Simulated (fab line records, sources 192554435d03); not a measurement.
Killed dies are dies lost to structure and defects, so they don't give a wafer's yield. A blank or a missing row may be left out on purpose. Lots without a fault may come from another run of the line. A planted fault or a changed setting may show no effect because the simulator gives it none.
Chamber matching | flow n5_finfet | N5_HKMG_FIN_ETCH_32 on rie_diel-01: 4 sister chambers
The step etches SOC in N2/H2, target depth 240 nm, time 300 s. 20 wafers are shown with their chamber, then 10 later ones without.

WAFERS WITH THEIR CHAMBER
wafer  | chamber | drypump_motor_current_A (A) | showerhead_plenum_p_Torr (Torr) | throttle_valve_pct (%)
L078.1 | 2       | 6.3                         | 2.50                            | 17.85
L078.2 | 0       | 6.1                         | 2.42                            | 18.00
L078.4 | 3       | 5.7                         | 2.49                            | 17.68
L079.2 | 3       | 5.7                         | 2.49                            | 17.69
L079.3 | 1       | 5.3                         | 2.54                            | 17.97
L079.5 | 3       | 5.7                         | 2.49                            | 17.70
L080.1 | 3       | 5.7                         | 2.49                            | 17.70
L080.5 | 0       | 6.1                         | 2.42                            | 18.02
L080.6 | 1       | 5.3                         | 2.54                            | 17.99
L081.2 | 0       | 6.1                         | 2.42                            | 18.04
L081.3 | 3       | 5.7                         | 2.49                            | 17.71
L081.5 | 2       | 6.4                         | 2.50                            | 17.87
L082.1 | 2       | 6.4                         | 2.50                            | 17.87
L082.4 | 3       | 5.8                         | 2.48                            | 17.71
L082.6 | 0       | 6.1                         | 2.42                            | 18.03
L084.1 | 1       | 5.3                         | 2.53                            | 18.01
L084.2 | 3       | 5.7                         | 2.48                            | 17.74
L084.4 | 2       | 6.4                         | 2.49                            | 17.88
L089.4 | 0       | 6.1                         | 2.41                            | 18.06
L089.5 | 3       | 5.7                         | 2.48                            | 17.75

SIGNATURES (means of the wafers above)
reading                  | chamber 0 | chamber 1 | chamber 2 | chamber 3 | scatter within a chamber
drypump_motor_current_A  | 6.100     | 5.300     | 6.375     | 5.713     | 0.0319
showerhead_plenum_p_Torr | 2.4180    | 2.5367    | 2.4975    | 2.4863    | 0.00506
throttle_valve_pct       | 18.0300   | 17.9900   | 17.8675   | 17.7100   | 0.0213
Rule: a wafer's distance from a chamber is the root of the sum, over the readings, of the square of ((its reading less the chamber's mean) divided by the reading's scatter). The wafer belongs to the nearest chamber; if the next one is less than 2 further off, it can't be placed. The scatter: the root of (the sum of the squares of (reading less its chamber's mean) over the shown wafers, divided by (wafers less chambers)).

WAFERS WITHOUT THEIR CHAMBER
wafer  | drypump_motor_current_A (A) | showerhead_plenum_p_Torr (Torr) | throttle_valve_pct (%)
L089.6 | 5.3                         | 2.52                            | 18.01
L090.3 | 5.7                         | 2.48                            | 17.76
L090.5 | 6.1                         | 2.41                            | 18.08
L090.6 | 5.3                         | 2.52                            | 18.03
L093.2 | 5.3                         | 2.52                            | 18.05
L093.4 | 5.7                         | 2.47                            | 17.76
L093.6 | 5.3                         | 2.52                            | 18.02
L096.1 | 5.3                         | 2.52                            | 18.04
L096.2 | 5.7                         | 2.47                            | 17.77
L096.6 | 5.3                         | 2.52                            | 18.04

WHICH CHAMBER EACH WENT THROUGH
wafer  | from the rows above | in truth
L089.6 | 1                   | 1
L090.3 | 3                   | 3
L090.5 | 0                   | 0
L090.6 | 1                   | 1
L093.2 | 1                   | 1
L093.4 | 3                   | 3
L093.6 | 1                   | 1
L096.1 | 1                   | 1
L096.2 | 3                   | 3
L096.6 | 1                   | 1
Placed correctly: 10 of 10. Can't be placed from these rows: 0. Placed wrongly: 0.
